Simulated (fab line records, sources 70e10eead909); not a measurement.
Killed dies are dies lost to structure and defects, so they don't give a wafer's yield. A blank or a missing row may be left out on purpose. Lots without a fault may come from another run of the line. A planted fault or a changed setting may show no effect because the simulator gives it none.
fab line records | flow nand_harc
record lots=6 wafers=18 last_day=24
route steps=1159 shown A_SLIT@802 A_SIN_REMOVE@804 A_WL_FILL@809 END@1159
lots that met no fault: from a run of the same line without faults
start_h: hours from the record's first day to the start of the lot's first wafer shown | wait_h: hours since the lot's step before | " the same as in the row above | L1.1+2: a row that stands for several wafers | - no value, or no start given | * or withheld: withheld | < > ~ a bound
route shown NAME@n: a module of which the file shows steps, and the number in the route of the first | usual: mean/standard deviation of fault-free wafers | same: alike in all rows | chamber/n: place in a boat | sites: the reading at each site | _std_site: their standard deviation | _edge_site: outer sites' mean less inner sites' | radius_mm: how far each site lies from the wafer's centre | mask NAME#n: copy n | behind: the tool/chamber that last shaped the wafer | hold: why the lot was held/for how many hours/how that ended | device: the transistor (n, p or np) that didn't switch | end of line: the same wafers' tests at the end of the route | a step without rows: its recipe alone | killed: dies lost to structure and defects at the first sort, not the wafer's yield | map: a wafer's dies, x killed, . not, _ none there
set.NAME: the setting as run; set.NAME@STEP: as run at that earlier step | model.NAME: the simulator's own value behind a step, which no gauge read
lots at some steps of the route; a table a step, a row a wafer
services: from which hour (start_h, from the record's first day; less than 0 if before it) a tool's chamber was out of use, for how many hours, and why
## steps
# step NHARC_A_SLIT_SRD_20
# step NHARC_A_SLIT_CD_MEAS_21
# usual cd_nm=289.8/0.83
# columns lot.wafer tool chamber start_h wait_h cd_nm
L847.2 cd_sem-03 - 345.30 - 289.9
L847.3 " - " " 291.2
L847.6 " - " " 291.3
L846.2 cd_sem-02 - 345.47 - 288.7
L846.5 " - " " 290.2
L846.6 " - " " 290.1
L854.2 cd_sem-02 - 388.21 - 289.9
L854.4 " - " " 290.1
L854.6 " - " " 290.0
L855.2 cd_sem-01 - 400.71 - 289.7
L855.3 " - " " 289.7
L855.4 " - " " 288.9
L861.1 cd_sem-03 - 441.10 - 290.1
L861.4 " - " " 290.7
L861.5 " - " " 290.2
L862.1 cd_sem-01 - 442.26 - 288.9
L862.3 " - " " 290.0
L862.6 " - " " 290.5
# step NHARC_A_SIN_REMOVE_WET_00
# recipe temp_c=160 time_s=15300 chemistry=H3PO4
# step NHARC_A_SIN_REMOVE_PRECLEAN_01
# recipe time_s=* temp_c=50 bath_age_min=0 chemistry=SC1
# step NHARC_A_SIN_REMOVE_SRD_02
# step NHARC_A_SIN_REMOVE_INSPECT_04
# usual raw_defect_count=311/85
# columns lot.wafer tool chamber start_h wait_h raw_defect_count
L847.2 defect_inspect-01 - 352.94 0.0 469
L847.3 " - " " 465
L847.6 " - " " 432
L846.2 defect_inspect-01 - 352.95 0.0 256
L846.5 " - " " 216
L846.6 " - " " 218
L854.2 defect_inspect-02 - 395.90 0.0 246
L854.4 " - " " 308
L854.6 " - " " 298
L855.2 defect_inspect-01 - 407.62 0.0 253
L855.3 " - " " 261
L855.4 " - " " 198
L862.1 defect_inspect-01 - 449.30 0.0 475
L862.3 " - " " 425
L862.6 " - " " 507
L861.1 defect_inspect-02 - 449.31 0.0 257
L861.4 " - " " 268
L861.5 " - " " 316
# step NHARC_A_WL_FILL_ALD_00
# recipe target_thk_a=30 pulse_time_s=3 ald_cycles=30 temp_c=300 material=Al2O3
# usual heater_power_w=472/59 precursor_pulse_height_rel=1.003/0.021
# columns lot.wafer tool chamber start_h wait_h heater_power_w precursor_pulse_height_rel
L846.2 ald_hk-02 0 353.01 0.1 467 1.017
L846.5 " 0 " " 451 1.009
L846.6 " 1 " " 584 0.988
L847.3 ald_hk-04 1 353.03 0.1 470 1.005
L847.2 " 2 " " 507 1.037
L847.6 " 0 " " 512 0.968
L854.2 ald_hk-02 0 396.00 0.1 451 1.002
L854.4 " 2 " " 380 1.009
L854.6 " 0 " " 458 1.011
L855.3 ald_hk-02 2 407.69 0.1 385 0.990
L855.4 " 3 " " 447 1.012
L855.2 " 1 " " 571 1.016
L862.3 ald_hk-02 0 449.36 0.1 464 0.978
L862.1 " 2 " " 382 1.008
L862.6 " 1 " " 559 1.016
L861.1 ald_hk-01 3 449.38 0.1 484 0.980
L861.4 " 2 " " 483 1.014
L861.5 " 3 " " 473 1.013
# step NHARC_A_WL_FILL_RTA_01
# recipe temp_c=1000 time_s=5
# usual lamp_power_pct=33.5/1.6 lamp_zone_3_pct=33.5/1.6 wafer_temp_C_max=1005.4/0.93
# columns lot.wafer tool chamber start_h wait_h lamp_power_pct lamp_zone_3_pct wafer_temp_C_max
L847.2 rtp_anneal-01 0 353.30 - 32.2 32.2 1006.2
L847.3 " 0 " " 32.2 32.2 1005.7
L847.6 " 0 " " 32.3 32.2 1006.4
L846.2 rtp_anneal-02 0 353.44 - 35.6 35.6 1006.2
L846.5 " 0 " " 35.7 35.6 1005.8
L846.6 " 0 " " 35.7 35.6 1003.8
L854.2 rtp_anneal-02 0 396.26 - 35.6 35.7 1005.2
L854.4 " 0 " " 35.6 35.6 1005.8
L854.6 " 0 " " 35.6 35.7 1006.3
L855.2 rtp_anneal-01 0 408.15 - 32.3 32.3 1005.5
L855.3 " 0 " " 32.3 32.3 1004.5
L855.4 " 0 " " 32.3 32.2 1004.3
L862.1 rtp_anneal-02 0 449.62 - 35.7 35.6 1003.8
L862.3 " 0 " " 35.7 35.6 1005.6
L862.6 " 0 " " 35.6 35.6 1003.7
L861.1 rtp_anneal-01 0 449.77 - 32.2 32.2 1006.4
L861.4 " 0 " " 32.2 32.2 1005.2
L861.5 " 0 " " 32.3 32.2 1005.3
# step NHARC_A_WL_FILL_ALD_02
# recipe target_thk_a=20 pulse_time_s=3 ald_cycles=100 temp_c=450 material=TiN
# usual heater_power_w=1056/100 precursor_pulse_height_rel=1.002/0.02
# columns lot.wafer tool chamber start_h wait_h heater_power_w precursor_pulse_height_rel
L847.2 ald_metal-01 0 353.56 0.2 935 1.019
L847.3 " 1 " " 1018 1.017
L847.6 " 3 " " 891 0.965
L846.2 ald_metal-03 2 353.68 0.2 1102 0.994
L846.5 " 1 " " 1145 1.059
L846.6 " 3 " " 1058 1.006
L854.4 ald_metal-01 0 396.49 0.1 915 0.999
L854.2 " 1 " " 1033 0.998
L854.6 " 0 " " 927 0.995
L855.3 ald_metal-01 3 408.38 0.2 889 0.984
L855.2 " 0 " " 929 0.996
L855.4 " 1 " " 1018 0.999
L862.3 ald_metal-01 3 449.91 0.2 916 1.019
L862.1 " 0 " " 913 1.013
L862.6 " 2 " " 1183 0.991
L861.1 ald_metal-04 3 450.06 0.3 1114 1.016
L861.4 " 0 " " 1078 0.987
L861.5 " 1 " " 1166 1.004
# step NHARC_A_WL_FILL_CVD_03
# recipe target_thk_a=400 temp_c=300 pressure_torr=40 wf6_flow_sccm=40 h2_flow_sccm=1600 ar_flow_sccm=1560 time_s=3302 material=W
# usual heater_power_w=449/26 throttle_valve_pct=7.99/0.26
# columns lot.wafer tool chamber start_h wait_h heater_power_w throttle_valve_pct
L847.2 cvd_w-02 0 357.36 3.5 483 8.38
L847.3 " 0 " " 500 8.31
L847.6 " 0 " " 480 8.24
L846.2 cvd_w-01 1 357.92 3.8 414 8.35
L846.6 " 0 359.33 5.2 466 7.75
L846.5 " 1 " " 423 7.98
L854.2 cvd_w-01 1 400.06 3.2 410 8.22
L854.4 " 1 " " 415 8.22
L854.6 " 1 " " 405 8.09
L855.2 cvd_w-01 0 408.79 0.1 475 7.82
L855.3 " 0 " " 488 7.65
L855.4 " 1 " " 405 8.22
L862.1 cvd_w-01 0 453.48 3.3 481 7.79
L862.3 " 0 " " 479 7.66
L862.6 " 1 " " 419 7.94
L861.1 cvd_w-02 0 453.55 3.2 444 8.36
L861.4 " 0 " " 439 8.13
L861.5 " 1 455.90 5.5 468 7.89
# step NHARC_A_WL_FILL_ETCHBACK_04
# recipe target_depth_a=600 time_s=120 chemistry=NF3
# usual drypump_motor_current_A=5.9/0.38 oes_product_au=0.998/0.012
# columns lot.wafer tool chamber start_h wait_h drypump_motor_current_A oes_product_au rf_hours_counter_h
L847.2 rie_metal-03 0 360.67 2.8 5.9 0.992 2.3
L847.3 " 1 " " 5.5 1.006 -
L847.6 " 1 " " 5.5 1.015 -
L846.2 rie_metal-02 0 360.79 2.4 5.9 1.002 4.4
L846.6 " 1 " " 6.3 0.986 -
L846.5 " 0 " " 5.9 0.997 -
L854.2 rie_metal-03 0 402.88 2.4 5.9 0.758 3.7
L854.4 " 0 " " 5.9 1.002 -
L854.6 " 0 " " 5.9 0.986 -
L855.2 rie_metal-03 0 412.10 2.8 5.9 0.763 4.0
L855.4 " 0 " " 5.9 0.990 -
L855.3 " 1 " " 5.5 0.765 -
L862.1 rie_metal-01 0 456.35 2.4 5.3 0.982 3.1
L862.3 " 0 " " 5.3 1.000 -
L862.6 " 0 " " 5.3 0.985 -
L861.1 rie_metal-02 0 456.89 2.9 5.9 1.010 1.9
L861.4 " 0 " " 5.9 1.022 -
L861.5 " 0 " " 5.9 1.010 -
# step NHARC_A_WL_FILL_ETCHBACK_05
# recipe target_depth_a=220 time_s=60 temp_c=40 chemistry=Cl2/BCl3
# usual drypump_motor_current_A=5.9/0.38 oes_product_au=0.997/0.013
# columns lot.wafer tool chamber start_h wait_h drypump_motor_current_A oes_product_au rf_hours_counter_h
L847.2 rie_metal-03 1 360.92 0.2 5.5 1.014 2.4
L847.3 " 1 " " 5.5 1.016 -
L847.6 " 0 " " 5.9 0.992 -
L846.2 rie_metal-02 0 361.01 0.2 5.9 0.997 4.5
L846.5 " 1 " " 6.2 0.981 -
L846.6 " 0 " " 5.9 1.000 -
L854.2 rie_metal-03 1 403.13 0.2 5.5 1.013 4.2
L854.4 " 1 " " 5.5 1.012 -
L854.6 " 1 " " 5.5 1.004 -
L855.2 rie_metal-03 1 412.35 0.2 5.5 1.022 4.5
L855.4 " 1 " " 5.5 1.016 -
L855.3 " 0 " " 5.9 0.994 -
L862.1 rie_metal-01 0 456.56 0.2 5.3 0.998 3.2
L862.3 " 0 " " 5.3 0.992 -
L862.6 " 1 " " 6.4 0.998 -
L861.1 rie_metal-02 0 457.12 0.2 5.9 1.009 2.1
L861.4 " 0 " " 5.9 1.001 -
L861.5 " 0 " " 5.9 1.007 -
# step NHARC_END_SORT_01
# recipe temp_c=25
# usual killed_at_array=28/11 killed_at_other=0.8/1.1 killed_at_periphery=3.3/2.8 killed_dies=32/11 killed_open=3.3/1.9 killed_short=1.9/1.4
# same gross_dies=677
# columns lot.wafer tool chamber start_h wait_h killed_at_array killed_at_other killed_at_periphery killed_dies killed_open killed_short
L854.2 prober-02 0 514.67 2.8 675 0 2 677 3 1
L855.2 prober-01 0 518.87 2.9 670 0 7 677 4 0
L855.3 prober-01 0 519.68 3.2 667 0 10 677 4 2
# killed by level:class
L854.2 A_WL_FILL:area_etchback=642 A_SLIT:chamber_film_flake=13 A_STAIRCASE:chamber_film_flake=10 A_CONTACT:geometric_particle:open=2 A_BLC:chamber_film_flake=2 A_CHANNEL_FILL_D1:geometric_particle:open=1 A_WL_FILL:geometric_particle:short=1 P_STI:chamber_film_flake=1
L855.2 A_WL_FILL:area_etchback=631 A_CHANNEL_HOLE_D1:chamber_film_flake=17 A_SLIT:chamber_film_flake=12 A_STAIRCASE:chamber_film_flake=6 A_M0:geometric_particle:open=2 P_STI:chamber_film_flake=2 P_M1:chamber_film_flake=2 P_GATE:geometric_particle:open=1
L855.3 A_WL_FILL:area_etchback=621 A_CHANNEL_HOLE_D1:chamber_film_flake=21 A_SLIT:chamber_film_flake=14 P_M1:chamber_film_flake=7 A_STAIRCASE:chamber_film_flake=2 A_CONTACT:chamber_film_flake=2 P_GATE:geometric_particle:open=1 A_ONON_D1:geometric_particle:open=1
# map L854.2 (x killed, . not)
____________x____________
_________xxxxxxx_________
_______xxxxxxxxxxx_______
______xxxxxxxxxxxxx______
_____xxxxxxxxxxxxxxx_____
____xxxxxxxxxxxxxxxxx____
____xxxxxxxxxxxxxxxxx____
___xxxxxxxxxxxxxxxxxxx___
___xxxxxxxxxxxxxxxxxxx___
__xxxxxxxxxxxxxxxxxxxxx__
__xxxxxxxxxxxxxxxxxxxxx__
_xxxxxxxxxxxxxxxxxxxxxxx_
_xxxxxxxxxxxxxxxxxxxxxxx_
_xxxxxxxxxxxxxxxxxxxxxxx_
_xxxxxxxxxxxxxxxxxxxxxxx_
_xxxxxxxxxxxxxxxxxxxxxxx_
xxxxxxxxxxxxxxxxxxxxxxxxx
xxxxxxxxxxxxxxxxxxxxxxxxx
xxxxxxxxxxxxxxxxxxxxxxxxx
xxxxxxxxxxxxxxxxxxxxxxxxx
xxxxxxxxxxxxxxxxxxxxxxxxx
_xxxxxxxxxxxxxxxxxxxxxxx_
_xxxxxxxxxxxxxxxxxxxxxxx_
_xxxxxxxxxxxxxxxxxxxxxxx_
_xxxxxxxxxxxxxxxxxxxxxxx_
_xxxxxxxxxxxxxxxxxxxxxxx_
__xxxxxxxxxxxxxxxxxxxxx__
__xxxxxxxxxxxxxxxxxxxxx__
___xxxxxxxxxxxxxxxxxxx___
___xxxxxxxxxxxxxxxxxxx___
____xxxxxxxxxxxxxxxxx____
____xxxxxxxxxxxxxxxxx____
_____xxxxxxxxxxxxxxx_____
______xxxxxxxxxxxxx______
_______xxxxxxxxxxx_______
_________xxxxxxx_________
____________x____________
# map L855.2 (x killed, . not)
____________x____________
_________xxxxxxx_________
_______xxxxxxxxxxx_______
______xxxxxxxxxxxxx______
_____xxxxxxxxxxxxxxx_____
____xxxxxxxxxxxxxxxxx____
____xxxxxxxxxxxxxxxxx____
___xxxxxxxxxxxxxxxxxxx___
___xxxxxxxxxxxxxxxxxxx___
__xxxxxxxxxxxxxxxxxxxxx__
__xxxxxxxxxxxxxxxxxxxxx__
_xxxxxxxxxxxxxxxxxxxxxxx_
_xxxxxxxxxxxxxxxxxxxxxxx_
_xxxxxxxxxxxxxxxxxxxxxxx_
_xxxxxxxxxxxxxxxxxxxxxxx_
_xxxxxxxxxxxxxxxxxxxxxxx_
xxxxxxxxxxxxxxxxxxxxxxxxx
xxxxxxxxxxxxxxxxxxxxxxxxx
xxxxxxxxxxxxxxxxxxxxxxxxx
xxxxxxxxxxxxxxxxxxxxxxxxx
xxxxxxxxxxxxxxxxxxxxxxxxx
_xxxxxxxxxxxxxxxxxxxxxxx_
_xxxxxxxxxxxxxxxxxxxxxxx_
_xxxxxxxxxxxxxxxxxxxxxxx_
_xxxxxxxxxxxxxxxxxxxxxxx_
_xxxxxxxxxxxxxxxxxxxxxxx_
__xxxxxxxxxxxxxxxxxxxxx__
__xxxxxxxxxxxxxxxxxxxxx__
___xxxxxxxxxxxxxxxxxxx___
___xxxxxxxxxxxxxxxxxxx___
____xxxxxxxxxxxxxxxxx____
____xxxxxxxxxxxxxxxxx____
_____xxxxxxxxxxxxxxx_____
______xxxxxxxxxxxxx______
_______xxxxxxxxxxx_______
_________xxxxxxx_________
____________x____________
## services
# columns tool chamber start_h hours kind
ald_metal-04 3 329.13 11.5 repair
rie_metal-03 - 329.74 0.4 repair
rie_metal-01 - 332.00 9.0 pm
rie_metal-01 0 332.00 9.0 vent_cycle
cvd_w-02 - 348.24 0.7 repair
ald_metal-03 0 353.30 9.0 repair
ald_metal-04 - 371.92 1.7 repair
cvd_w-02 - 380.07 13.0 pm
rie_metal-02 - 388.00 9.0 pm
rie_metal-02 0 388.00 9.0 vent_cycle
rie_metal-02 1 388.00 9.0 vent_cycle
rie_metal-02 0 397.00 - clean
rie_metal-02 1 397.00 - clean
rie_metal-03 0 399.80 1.7 repair
rie_metal-02 0 401.45 5.2 repair
rie_metal-01 - 402.68 0.4 repair
ald_metal-04 - 406.00 10.0 pm
ald_metal-01 2 412.59 23.5 repair
rie_metal-02 1 415.08 20.2 repair
ald_metal-03 1 434.88 3.4 repair
ald_metal-03 1 441.50 3.0 repair
rie_metal-03 - 453.00 9.0 pm
rie_metal-03 0 453.00 9.0 vent_cycle
rie_metal-03 1 453.00 9.0 vent_cycle
## key
first_sign step=NHARC_A_WL_FILL_ETCHBACK_04 reading=oes_product_au direction=down sigmas=19 usual=0.998 struck=0.762
effect step=NHARC_END_SORT_01 reading=killed_at_array direction=up sigmas=58 usual=28 struck=671
more_kills_born_at NHARC_A_WL_FILL_ETCHBACK_04@rie_metal-03=1894
met_at NHARC_A_WL_FILL_ETCHBACK_04
struck_wafers L854.2,L855.2,L855.3
later_rows_left_out L854.2,L855.2,L855.3
tester_left_out L854,L855
onset_between 360.67 402.88
fault kind=process_parameter_drift tool=rie_metal-03 chamber=- onset_h=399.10 steps=NHARC_A_WL_FILL_ETCHBACK_04 channel=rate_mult offset=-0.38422 shape=step end_h=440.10 scope=struck_wafers_only
# tester_left_out: of these lots the tester's yield and bins aren't shown, on N5 and GAA mostly nor the transistor test; their killed dies are dies lost to structure and defects alone, not to doping, threshold or leakage, so they don't give the yield
# later_rows_left_out: the simulator's readings of these wafers behind a module that went badly wrong aren't trusted and aren't shown, but for the sort
